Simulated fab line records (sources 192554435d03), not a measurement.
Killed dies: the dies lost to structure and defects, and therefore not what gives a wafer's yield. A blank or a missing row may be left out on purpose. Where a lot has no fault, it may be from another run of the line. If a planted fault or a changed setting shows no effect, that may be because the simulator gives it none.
fab line records + flow n5_finfet
[record]
- lots = 9
- wafers = 24
- last_day = 19
route steps=1938 shown BEOL_M6@1208
lots untouched by any fault: they come from a run of this same line in which no faults occurred
start_h: hours from the record's first day to the start of the lot's first wafer shown + wait_h: hours since the lot's step before + " the same as in the row above + L1.1+2: one row covering several wafers at once + - no value, or no start was given + * or withheld: withheld + < > ~ a bound
route shown NAME@n: a module of which the file shows steps, and the number in the route of the first + usual: mean/standard deviation of fault-free wafers + same: alike in all rows + chamber/n: place in a boat + sites: the reading at each site + _std_site: their standard deviation + _edge_site: outer sites' mean less inner sites' + radius_mm: for every site, how far away it sits from the centre of the wafer + mask NAME#n: copy n + behind: the tool/chamber that last shaped the wafer + hold: reason for holding the lot/hours on hold/outcome of the hold + device: transistor that didn't switch, given as n, p or np + end of line: tests run on the same wafers once the route is complete + for a step that has no rows: nothing shown but its recipe + killed: count of dies lost to structure and defects at first sort (not the wafer's yield) + map: the dies of a wafer, with x for killed, . for not killed, _ for no die there
set.NAME: the setting the step ran with; set.NAME@STEP: the setting that earlier step ran with + model.NAME: the simulator's own value behind a step, which no gauge read
the route's steps for a sample of lots (tables are steps, rows are wafers)
services: from which hour (start_h, from the record's first day; less than 0 if before it) a tool's chamber was out of use, for how many hours, and why
[[steps]]
[step N5_BEOL_M6_OVL_MEAS_12]
[recipe]
- points_per_wafer = 44
[usual]
- M6_OVL = 0.4/0.77
| lot.wafer | tool       | chamber | start_h | wait_h | M6_OVL[nm] |
|-----------|------------|---------|---------|--------|------------|
| L208.1    | overlay-01 | 0       | 201.03  | 0.0    | 0.5        |
| L208.2    | "          | 0       | "       | "      | 1.2        |
| L208.5    | "          | 0       | "       | "      | 0.1        |
| L212.3    | overlay-02 | 0       | 219.25  | 0.0    | 0.1        |
| L212.4    | "          | 0       | "       | "      | -0.1       |
| L212.6    | "          | 0       | "       | "      | 0.3        |
| L222.1    | overlay-01 | 0       | 280.81  | 0.0    | -0.3       |
| L222.2    | "          | 0       | "       | "      | 0.0        |
| L222.3    | "          | 0       | "       | "      | -0.4       |
| L219.3    | overlay-01 | 0       | 281.05  | 0.0    | 0.0        |
| L219.4    | "          | 0       | "       | "      | 1.1        |
| L219.6    | "          | 0       | "       | "      | 2.1        |
| L221.1    | overlay-01 | 0       | 289.48  | 0.0    | 0.9        |
| L221.4    | "          | 0       | "       | "      | -0.1       |
| L221.6    | "          | 0       | "       | "      | 0.2        |
| L226.1    | overlay-02 | 0       | 325.19  | 0.0    | -0.4       |
| L226.5    | "          | 0       | "       | "      | 0.4        |
| L229.1    | overlay-02 | 0       | 348.59  | 0.0    | 0.1        |
| L229.3    | "          | 0       | "       | "      | -0.1       |
| L228.2    | overlay-01 | 0       | 348.76  | 0.0    | 0.4        |
| L228.3    | "          | 0       | "       | "      | 0.6        |
| L228.4    | "          | 0       | "       | "      | 0.4        |
| L230.2    | overlay-02 | 0       | 352.07  | 0.0    | 1.0        |
| L230.3    | "          | 0       | "       | "      | 0.0        |
[step N5_BEOL_M6_VIA_ETCH_34]
[recipe]
- chemistry = C4F6/O2
- target = SiCOH_lowk
- target_depth_a = 1263
- mask_material = SOC
- taper_deg = 4
- time_s = 50.9
- ion_energy_ev = 250
- pressure_mtorr = 30
- source_w = 345
- bias_w = 185
- Ar_flow_sccm = 300
- C4F6_flow_sccm = 10
- O2_flow_sccm = 10
[usual]
- drypump_motor_current_A = 5.6/0.47
- oes_ar_750_au = 0.79/0.074
- oes_product_au = 0.79/0.079
- rf_fwd_power_W = 341.7/1.5
- rf_vpp_V = 672/18
- showerhead_plenum_p_Torr = 2.86/0.1
- throttle_valve_pct = 20.88/0.26
| lot.wafer | tool        | chamber | start_h | wait_h | drypump_motor_current_A | oes_ar_750_au | oes_product_au | rf_fwd_power_W | rf_hours_counter_h | rf_vpp_V | showerhead_plenum_p_Torr | throttle_valve_pct |
|-----------|-------------|---------|---------|--------|-------------------------|---------------|----------------|----------------|--------------------|----------|--------------------------|--------------------|
| L208.1    | rie_diel-06 | 0       | 203.52  | 0.0    | 5.8                     | 0.90          | 0.91           | 340.3          | 35                 | 644      | 3.02                     | 20.95              |
| L208.2    | "           | 2       | "       | "      | 5.0                     | 0.69          | 0.68           | 339.4          | 247                | 679      | 2.78                     | 20.48              |
| L208.5    | "           | 2       | "       | "      | 4.9                     | 0.69          | 0.68           | 340.8          | -                  | 676      | 2.78                     | 20.46              |
| L212.3    | rie_diel-06 | 1       | 223.47  | 0.0    | 5.8                     | 0.75          | 0.75           | 340.8          | 154                | 690      | 2.74                     | 20.98              |
| L212.4    | "           | 0       | "       | "      | 5.8                     | 0.89          | 0.88           | 338.9          | -                  | 643      | 3.02                     | 20.97              |
| L212.6    | "           | 3       | "       | "      | 6.0                     | 0.77          | 0.76           | 342.8          | -                  | 658      | 2.96                     | 20.99              |
| L219.3    | rie_diel-05 | 1       | 284.82  | 0.0    | 5.2                     | 0.89          | 0.90           | 341.7          | 35                 | 690      | 2.92                     | 21.11              |
| L219.4    | "           | 2       | "       | "      | 5.2                     | 0.89          | 0.87           | 340.2          | 47                 | 661      | 2.99                     | 20.46              |
| L219.6    | "           | 0       | "       | "      | 6.4                     | 0.71          | 0.70           | 341.9          | -                  | 655      | 2.72                     | 20.96              |
| L222.1    | rie_diel-06 | 3       | 284.87  | 0.0    | 6.0                     | 0.75          | 0.75           | 341.2          | 159                | 656      | 2.96                     | 21.05              |
| L222.2    | "           | 1       | "       | "      | 5.8                     | 0.73          | 0.73           | 342.7          | 177                | 689      | 2.73                     | 21.03              |
| L222.3    | "           | 2       | "       | "      | 4.9                     | 0.94          | 0.96           | 343.8          | 18                 | 678      | 2.78                     | 20.18              |
| L221.1    | rie_diel-06 | 1       | 291.58  | 0.0    | 5.8                     | 0.74          | 0.73           | 341.2          | 179                | 689      | 2.73                     | 21.02              |
| L221.4    | "           | 0       | "       | "      | 5.8                     | 0.85          | 0.85           | 340.9          | 69                 | 644      | 3.01                     | 21.01              |
| L221.6    | "           | 0       | "       | "      | 5.8                     | 0.85          | 0.85           | 339.1          | -                  | 644      | 3.01                     | 21.00              |
| L226.1    | rie_diel-04 | 1       | 327.92  | 0.0    | 5.9                     | 0.69          | 0.70           | 342.7          | 228                | 690      | 2.91                     | 20.66              |
| L226.5    | "           | 2       | "       | "      | 5.8                     | 0.77          | 0.76           | 340.0          | -                  | 680      | 2.86                     | 21.10              |
| L229.1    | rie_diel-04 | 1       | 351.72  | 0.0    | 5.9                     | 0.70          | 0.69           | 343.5          | 235                | 691      | 2.91                     | 20.65              |
| L229.3    | "           | 0       | "       | "      | 4.8                     | 0.75          | 0.76           | 343.3          | 140                | 693      | 2.85                     | 20.80              |
| L228.2    | rie_diel-06 | 3       | 351.76  | 0.0    | 6.0                     | 0.74          | 0.73           | 340.9          | 183                | 656      | 2.94                     | 21.06              |
| L228.3    | "           | 0       | "       | "      | 5.8                     | 0.83          | 0.83           | 341.4          | 89                 | 642      | 3.00                     | 21.03              |
| L228.4    | "           | 1       | "       | "      | 5.8                     | 0.72          | 0.72           | 341.6          | 201                | 687      | 2.72                     | 21.05              |
| L230.2    | rie_diel-06 | 2       | 353.47  | 0.0    | 5.0                     | 0.89          | 0.90           | 341.4          | 44                 | 678      | 2.76                     | 20.22              |
| L230.3    | "           | 1       | "       | "      | 5.8                     | 0.71          | 0.72           | 343.5          | 201                | 688      | 2.72                     | 21.05              |
[step N5_BEOL_M6_STRIP_36]
[recipe]
- chemistry = N2/H2
- power_w = 450
- temp_c = 40
- pressure_mtorr = 20
- rf_frequency_hz = 6e+07
- overash_fraction = 0.3
- bias_power_w = 7
- h2_frac = 0.5
- n2_flow_sccm = 200
- h2_flow_sccm = 200
[usual]
- bias_power_w = 6.998/0.021
- drypump_motor_current_A = 5.6/0.47
- h2_flow_sccm = 200.0/0.59
- n2_flow_sccm = 199.9/0.59
- oes_product_au = 0.79/0.078
- rf_vpp_V = 59.3/1.5
- showerhead_plenum_p_Torr = 2.55/0.1
- throttle_valve_pct = 23.58/0.25
| lot.wafer | tool        | chamber | start_h | wait_h | bias_power_w | drypump_motor_current_A | h2_flow_sccm | n2_flow_sccm | oes_product_au | rf_hours_counter_h | rf_vpp_V | showerhead_plenum_p_Torr | throttle_valve_pct |
|-----------|-------------|---------|---------|--------|--------------|-------------------------|--------------|--------------|----------------|--------------------|----------|--------------------------|--------------------|
| L208.1    | rie_diel-06 | 0       | 203.57  | 0.0    | 7.055        | 5.8                     | 200.0        | 200.8        | 0.92           | 35                 | 60.5     | 2.71                     | 23.83              |
| L208.2    | "           | 2       | "       | "      | 7.007        | 4.9                     | 200.8        | 200.0        | 0.68           | 247                | 58.8     | 2.50                     | 23.32              |
| L208.5    | "           | 2       | "       | "      | 7.011        | 5.0                     | 199.7        | 199.9        | 0.68           | -                  | 59.5     | 2.50                     | 23.33              |
| L212.3    | rie_diel-06 | 1       | 223.52  | 0.0    | 6.989        | 5.8                     | 198.9        | 200.0        | 0.76           | 154                | 60.0     | 2.44                     | 23.63              |
| L212.4    | "           | 0       | "       | "      | 6.970        | 5.8                     | 200.9        | 199.8        | 0.90           | -                  | 59.5     | 2.70                     | 23.82              |
| L212.6    | "           | 3       | "       | "      | 6.975        | 6.0                     | 200.2        | 199.4        | 0.77           | -                  | 60.7     | 2.66                     | 23.65              |
| L219.3    | rie_diel-05 | 1       | 284.87  | 0.0    | 7.010        | 5.1                     | 200.4        | 198.6        | 0.89           | 35                 | 60.5     | 2.58                     | 23.48              |
| L219.4    | "           | 2       | "       | "      | 6.978        | 5.2                     | 200.5        | 199.5        | 0.87           | 47                 | 58.5     | 2.67                     | 22.80              |
| L219.6    | "           | 0       | "       | "      | 6.957        | 6.5                     | 199.5        | 200.1        | 0.72           | -                  | 57.0     | 2.42                     | 23.52              |
| L222.1    | rie_diel-06 | 3       | 284.92  | 0.0    | 6.986        | 6.0                     | 200.2        | 200.7        | 0.74           | 159                | 58.5     | 2.65                     | 23.68              |
| L222.2    | "           | 1       | "       | "      | 7.012        | 5.8                     | 200.1        | 199.9        | 0.74           | 177                | 58.8     | 2.43                     | 23.65              |
| L222.3    | "           | 2       | "       | "      | 7.010        | 4.9                     | 199.5        | 199.0        | 0.93           | 18                 | 60.8     | 2.49                     | 23.07              |
| L221.1    | rie_diel-06 | 1       | 291.63  | 0.0    | 7.051        | 5.8                     | 199.1        | 199.4        | 0.75           | 179                | 57.5     | 2.43                     | 23.66              |
| L221.4    | "           | 0       | "       | "      | 7.013        | 5.8                     | 199.8        | 200.6        | 0.87           | 69                 | 60.7     | 2.69                     | 23.88              |
| L221.6    | "           | 0       | "       | "      | 7.001        | 5.8                     | 199.1        | 201.1        | 0.86           | -                  | 60.2     | 2.69                     | 23.89              |
| L226.1    | rie_diel-04 | 1       | 327.97  | 0.0    | 6.953        | 6.0                     | 200.8        | 200.4        | 0.69           | 228                | 59.5     | 2.60                     | 23.52              |
| L226.5    | "           | 2       | "       | "      | 6.997        | 5.8                     | 199.0        | 201.0        | 0.75           | -                  | 61.2     | 2.56                     | 24.08              |
| L229.1    | rie_diel-04 | 1       | 351.77  | 0.0    | 7.014        | 5.9                     | 200.3        | 199.9        | 0.67           | 235                | 56.1     | 2.60                     | 23.49              |
| L229.3    | "           | 0       | "       | "      | 7.014        | 4.8                     | 199.6        | 200.1        | 0.77           | 140                | 61.7     | 2.53                     | 23.66              |
| L228.2    | rie_diel-06 | 3       | 351.81  | 0.0    | 6.998        | 6.1                     | 200.3        | 200.2        | 0.74           | 183                | 58.9     | 2.64                     | 23.72              |
| L228.3    | "           | 0       | "       | "      | 6.994        | 5.8                     | 199.0        | 199.2        | 0.85           | 89                 | 57.3     | 2.68                     | 23.87              |
| L228.4    | "           | 1       | "       | "      | 6.994        | 5.8                     | 200.8        | 199.4        | 0.71           | 201                | 57.1     | 2.42                     | 23.66              |
| L230.2    | rie_diel-06 | 2       | 353.53  | 0.0    | 6.987        | 4.9                     | 199.3        | 200.3        | 0.88           | 44                 | 59.4     | 2.48                     | 23.11              |
| L230.3    | "           | 1       | "       | "      | 7.012        | 5.8                     | 200.0        | 198.6        | 0.71           | 201                | 57.3     | 2.42                     | 23.67              |
[step N5_BEOL_M6_TRENCH_ETCH_37]
[recipe]
- chemistry = C4F6/O2
- target_depth_a = 944.35
- target = SiCOH_lowk
- time_s = 31.5
- ion_energy_ev = 250
- pressure_mtorr = 30
- source_w = 345
- bias_w = 185
- Ar_flow_sccm = 300
- C4F6_flow_sccm = 10
- O2_flow_sccm = 10
[usual]
- drypump_motor_current_A = 5.6/0.47
- oes_ar_750_au = 0.79/0.073
- oes_product_au = 0.79/0.079
- rf_fwd_power_W = 340.3/1.6
- rf_vpp_V = 672/18
- showerhead_plenum_p_Torr = 2.86/0.1
- throttle_valve_pct = 20.91/0.27
| lot.wafer | tool        | chamber | start_h | wait_h | drypump_motor_current_A | oes_ar_750_au | oes_product_au | rf_fwd_power_W | rf_hours_counter_h | rf_vpp_V | showerhead_plenum_p_Torr | throttle_valve_pct |
|-----------|-------------|---------|---------|--------|-------------------------|---------------|----------------|----------------|--------------------|----------|--------------------------|--------------------|
| L208.1    | rie_diel-06 | 0       | 203.61  | -      | 5.8                     | 0.89          | 0.92           | 339.8          | 35                 | 645      | 3.02                     | 21.00              |
| L208.2    | "           | 2       | "       | "      | 5.0                     | 0.68          | 0.68           | 340.1          | 247                | 678      | 2.78                     | 20.52              |
| L208.5    | "           | 2       | "       | "      | 4.9                     | 0.68          | 0.68           | 338.8          | -                  | 680      | 2.78                     | 20.52              |
| L212.3    | rie_diel-06 | 1       | 223.56  | -      | 5.8                     | 0.75          | 0.76           | 339.9          | 154                | 689      | 2.74                     | 21.02              |
| L212.4    | "           | 0       | "       | "      | 5.8                     | 0.89          | 0.89           | 337.4          | -                  | 644      | 3.02                     | 21.01              |
| L212.6    | "           | 3       | "       | "      | 6.0                     | 0.77          | 0.77           | 339.5          | -                  | 658      | 2.97                     | 21.04              |
| L219.3    | rie_diel-05 | 1       | 284.91  | -      | 5.2                     | 0.89          | 0.89           | 342.7          | 35                 | 690      | 2.92                     | 21.14              |
| L219.4    | "           | 2       | "       | "      | 5.2                     | 0.88          | 0.87           | 338.1          | 47                 | 662      | 2.99                     | 20.46              |
| L219.6    | "           | 0       | "       | "      | 6.4                     | 0.72          | 0.70           | 340.7          | -                  | 654      | 2.72                     | 20.99              |
| L222.1    | rie_diel-06 | 3       | 284.96  | -      | 6.0                     | 0.68          | 0.72           | 279.0          | 159                | 728      | 2.96                     | 21.04              |
| L222.2    | "           | 1       | "       | "      | 5.8                     | 0.66          | 0.69           | 280.1          | 177                | 763      | 2.73                     | 21.03              |
| L222.3    | "           | 2       | "       | "      | 5.0                     | 0.84          | 0.91           | 279.3          | 18                 | 751      | 2.78                     | 20.19              |
| L221.1    | rie_diel-06 | 1       | 291.67  | -      | 5.8                     | 0.65          | 0.70           | 278.4          | 179                | 762      | 2.73                     | 21.04              |
| L221.4    | "           | 0       | "       | "      | 5.8                     | 0.76          | 0.82           | 275.1          | 69                 | 712      | 3.01                     | 21.02              |
| L221.6    | "           | 0       | "       | "      | 5.8                     | 0.77          | 0.82           | 277.1          | -                  | 712      | 3.01                     | 21.03              |
| L226.1    | rie_diel-04 | 1       | 328.01  | -      | 6.0                     | 0.70          | 0.69           | 340.3          | 228                | 691      | 2.91                     | 20.69              |
| L226.5    | "           | 2       | "       | "      | 5.8                     | 0.77          | 0.77           | 338.3          | -                  | 679      | 2.86                     | 21.13              |
| L229.1    | rie_diel-04 | 1       | 351.81  | -      | 5.9                     | 0.70          | 0.69           | 342.4          | 235                | 691      | 2.91                     | 20.71              |
| L229.3    | "           | 0       | "       | "      | 4.8                     | 0.75          | 0.76           | 339.3          | 140                | 695      | 2.85                     | 20.83              |
| L228.2    | rie_diel-06 | 3       | 351.85  | -      | 6.0                     | 0.74          | 0.73           | 339.5          | 183                | 657      | 2.94                     | 21.10              |
| L228.3    | "           | 0       | "       | "      | 5.8                     | 0.83          | 0.83           | 337.1          | 89                 | 642      | 3.00                     | 21.09              |
| L228.4    | "           | 1       | "       | "      | 5.8                     | 0.71          | 0.72           | 340.8          | 201                | 689      | 2.72                     | 21.09              |
| L230.2    | rie_diel-06 | 2       | 353.57  | -      | 5.0                     | 0.89          | 0.90           | 340.3          | 44                 | 676      | 2.76                     | 20.23              |
| L230.3    | "           | 1       | "       | "      | 5.8                     | 0.72          | 0.72           | 342.1          | 201                | 689      | 2.72                     | 21.10              |
[step N5_BEOL_M6_OCD_MEAS_38]
[usual]
- trench_depth_nm = 95.0/1.8
| lot.wafer | tool   | chamber | start_h | wait_h | trench_depth_nm |
|-----------|--------|---------|---------|--------|-----------------|
| L208.1    | ocd-02 | -       | 203.76  | -      | 98.2            |
| L208.2    | "      | -       | "       | "      | 94.5            |
| L208.5    | "      | -       | "       | "      | 94.0            |
| L212.3    | ocd-02 | -       | 223.72  | -      | 93.8            |
| L212.4    | "      | -       | "       | "      | 97.5            |
| L212.6    | "      | -       | "       | "      | 94.2            |
| L219.3    | ocd-01 | -       | 285.07  | -      | 96.6            |
| L219.4    | "      | -       | "       | "      | 95.7            |
| L219.6    | "      | -       | "       | "      | 92.4            |
| L222.1    | ocd-02 | -       | 285.11  | -      | 86.8            |
| L222.2    | "      | -       | "       | "      | 85.1            |
| L222.3    | "      | -       | "       | "      | 89.0            |
| L221.1    | ocd-02 | -       | 291.82  | -      | 86.0            |
| L221.4    | "      | -       | "       | "      | 89.6            |
| L221.6    | "      | -       | "       | "      | 89.4            |
| L226.1    | ocd-01 | -       | 328.16  | -      | 93.7            |
| L226.5    | "      | -       | "       | "      | 96.6            |
| L229.1    | ocd-01 | -       | 351.96  | -      | 94.0            |
| L229.3    | "      | -       | "       | "      | 93.8            |
| L228.2    | ocd-02 | -       | 352.01  | -      | 95.4            |
| L228.3    | "      | -       | "       | "      | 97.0            |
| L228.4    | "      | -       | "       | "      | 93.5            |
| L230.2    | ocd-01 | -       | 353.72  | -      | 96.1            |
| L230.3    | "      | -       | "       | "      | 92.9            |
[step N5_BEOL_M6_THK_MEAS_53]
[recipe]
- thk_meas_gauge = xrf
- reads = Cu_of_BEOL_M6_ECD_50
[usual]
- M6_THK = 80.3/1.9
| lot.wafer | tool          | chamber | start_h | wait_h | M6_THK[nm] |
|-----------|---------------|---------|---------|--------|------------|
| L208.1    | film_metro-01 | -       | 206.15  | -      | 84.7       |
| L208.2    | "             | -       | "       | "      | 80.2       |
| L208.5    | "             | -       | "       | "      | 78.2       |
| L212.3    | film_metro-02 | -       | 226.26  | -      | 79.7       |
| L212.4    | "             | -       | "       | "      | 82.0       |
| L212.6    | "             | -       | "       | "      | 79.4       |
| L219.3    | film_metro-01 | -       | 289.21  | -      | 82.5       |
| L219.4    | "             | -       | "       | "      | 79.8       |
| L219.6    | "             | -       | "       | "      | 78.1       |
| L222.1    | film_metro-01 | -       | 289.41  | -      | 72.3       |
| L222.2    | "             | -       | "       | "      | 72.9       |
| L222.3    | "             | -       | "       | "      | 73.4       |
| L221.1    | film_metro-01 | -       | 296.02  | -      | 71.5       |
| L221.4    | "             | -       | "       | "      | 75.2       |
| L221.6    | "             | -       | "       | "      | 76.6       |
| L226.1    | film_metro-02 | -       | 330.71  | -      | 79.0       |
| L226.5    | "             | -       | "       | "      | 80.9       |
| L229.1    | film_metro-02 | -       | 354.65  | -      | 80.3       |
| L229.3    | "             | -       | "       | "      | 80.5       |
| L228.2    | film_metro-02 | -       | 354.88  | -      | 80.7       |
| L228.3    | "             | -       | "       | "      | 81.2       |
| L228.4    | "             | -       | "       | "      | 78.3       |
| L230.2    | film_metro-01 | -       | 357.73  | -      | 81.6       |
| L230.3    | "             | -       | "       | "      | 78.8       |
[step N5_BEOL_M6_RS_MEAS_57]
[recipe]
- thk_meas_gauge = four-point-probe
- reads = Cu_of_BEOL_M6_ECD_50+Co_of_BEOL_M6_CVD_78+TaN_of_BEOL_M6_ALD_77
[usual]
- M6_RS = 0.285/0.0084
| lot.wafer | tool          | chamber | start_h | wait_h | M6_RS[ohm/sq] |
|-----------|---------------|---------|---------|--------|---------------|
| L208.1    | film_metro-02 | -       | 206.28  | 0.1    | 0.267         |
| L208.2    | "             | -       | "       | "      | 0.286         |
| L208.5    | "             | -       | "       | "      | 0.294         |
| L212.3    | film_metro-02 | -       | 226.39  | 0.1    | 0.286         |
| L212.4    | "             | -       | "       | "      | 0.276         |
| L212.6    | "             | -       | "       | "      | 0.286         |
| L219.3    | film_metro-01 | -       | 289.34  | 0.1    | 0.275         |
| L219.4    | "             | -       | "       | "      | 0.287         |
| L219.6    | "             | -       | "       | "      | 0.294         |
| L222.1    | film_metro-02 | -       | 289.54  | 0.1    | 0.325         |
| L222.2    | "             | -       | "       | "      | 0.323         |
| L222.3    | "             | -       | "       | "      | 0.318         |
| L221.1    | film_metro-02 | -       | 296.15  | 0.1    | 0.326         |
| L221.4    | "             | -       | "       | "      | 0.306         |
| L221.6    | "             | -       | "       | "      | 0.300         |
| L226.1    | film_metro-02 | -       | 330.84  | 0.1    | 0.290         |
| L226.5    | "             | -       | "       | "      | 0.282         |
| L229.1    | film_metro-02 | -       | 354.78  | 0.1    | 0.287         |
| L229.3    | "             | -       | "       | "      | 0.286         |
| L228.2    | film_metro-02 | -       | 355.01  | 0.1    | 0.283         |
| L228.3    | "             | -       | "       | "      | 0.283         |
| L228.4    | "             | -       | "       | "      | 0.295         |
| L230.2    | film_metro-01 | -       | 357.86  | 0.1    | 0.277         |
| L230.3    | "             | -       | "       | "      | 0.290         |
[[services]]
| tool        | chamber | start_h | hours | kind                          |
|-------------|---------|---------|-------|-------------------------------|
| rie_diel-05 | 1       | 182.10  | -     | clean                         |
| rie_diel-05 | 1       | 182.10  | -     | consumable_replace:focus_ring |
| rie_diel-05 | 1       | 182.10  | 14.4  | scheduled_down                |
| rie_diel-05 | 1       | 182.10  | 14.4  | vent_cycle                    |
| rie_diel-05 | 2       | 186.93  | 18.4  | repair                        |
| rie_diel-06 | 1       | 194.90  | 14.0  | repair                        |
| rie_diel-06 | 2       | 211.29  | -     | clean                         |
| rie_diel-06 | 2       | 211.29  | -     | consumable_replace:focus_ring |
| rie_diel-06 | 2       | 211.29  | 18.5  | scheduled_down                |
| rie_diel-06 | 2       | 211.29  | 18.5  | vent_cycle                    |
| rie_diel-04 | 2       | 221.50  | 5.6   | repair                        |
| rie_diel-04 | 2       | 227.60  | 7.5   | repair                        |
| rie_diel-05 | 3       | 240.19  | -     | clean                         |
| rie_diel-05 | 3       | 240.19  | -     | consumable_replace:focus_ring |
| rie_diel-05 | 3       | 240.19  | 20.8  | scheduled_down                |
| rie_diel-05 | 3       | 240.19  | 20.8  | vent_cycle                    |
| rie_diel-04 | -       | 246.59  | 4.3   | pm                            |
| rie_diel-04 | 3       | 270.27  | 1.4   | repair                        |
| rie_diel-05 | 1       | 276.52  | 6.8   | repair                        |
| rie_diel-05 | 2       | 314.84  | 9.9   | repair                        |
| rie_diel-04 | -       | 349.59  | 0.2   | repair                        |
[[key]]
[first_sign]
- step = N5_BEOL_M6_TRENCH_ETCH_37
- reading = rf_fwd_power_W
- direction = down
- sigmas = 39
- usual = *
- struck = *
[effect]
- step = N5_BEOL_M6_TRENCH_ETCH_37
- reading = rf_vpp_V
- direction = up
- sigmas = 3.7
- usual = 672
- struck = 738
[effect]
- step = N5_BEOL_M6_OCD_MEAS_38
- reading = trench_depth_nm
- direction = down
- sigmas = 4.2
- usual = 95.0
- struck = 87.7
[effect]
- step = N5_BEOL_M6_THK_MEAS_53
- reading = M6_THK
- direction = down
- sigmas = 3.4
- usual = 80.3
- struck = 73.7
[effect]
- step = N5_BEOL_M6_RS_MEAS_57
- reading = M6_RS
- direction = up
- sigmas = 3.8
- usual = 0.285
- struck = 0.316
met_at N5_BEOL_M6_TRENCH_ETCH_37
struck_lots L221,L222
not_acting_at N5_BEOL_M6_OVL_MEAS_12,N5_BEOL_M6_VIA_ETCH_34,N5_BEOL_M6_STRIP_36
onset_between 223.56 284.96
[fault]
- kind = process_parameter_drift
- tool = rie_diel-06
- chamber = -
- onset_h = 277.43
- steps = N5_BEOL_M6_TRENCH_ETCH_37
- channel = source_w
- offset = -62.1
- shape = step
- end_h = 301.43
- acts_in = these_recipes_only
- stated = 345
